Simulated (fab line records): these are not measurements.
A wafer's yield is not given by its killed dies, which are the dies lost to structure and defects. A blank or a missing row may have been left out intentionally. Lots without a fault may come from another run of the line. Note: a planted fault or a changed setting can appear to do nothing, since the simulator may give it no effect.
Chamber matching ; flow n5-finfet ; rie-diel-01 running N5_BEOL_M7_STRIP_36: 4 sister chambers
The step strips in N2/H2. 4 wafers are shown with their chamber, then 7 later ones without.

## EACH WAFER AND ITS CHAMBER
wafer;chamber;showerhead-plenum-p-Torr (Torr)
L086.6;3;2.51
L087.6;2;2.61
L089.2;0;2.55
L089.4;1;2.47

## WAFERS WHOSE CHAMBER IS MISSING
wafer;showerhead-plenum-p-Torr (Torr)
L089.6;2.47
L092.1;2.50
L092.3;2.55
L092.4;2.47
L093.1;2.47
L093.5;2.61
L093.6;2.50

## WHICH CHAMBER EACH ONE RAN IN
wafer;from the rows above;in truth
L089.6;1;1
L092.1;3;3
L092.3;0;0
L092.4;1;1
L093.1;1;1
L093.5;2;2
L093.6;3;3
7 of 7 placed correctly. Not placeable from these rows: 0. Placed wrongly: 0.
How it was worked out, from the rows above alone: a wafer's distance from a chamber is the root of the sum, over the readings, of the square of ((its reading less the chamber's mean) divided by the reading's scatter). If the next closest chamber is less than 2 further off than the closest, the wafer can't be placed; otherwise it belongs to the closest. A chamber's mean is the mean of its shown wafers. The scatter (one wafer shown for each chamber): square how far every hidden wafer sits from the nearest shown wafer, average those squares and take the square root.
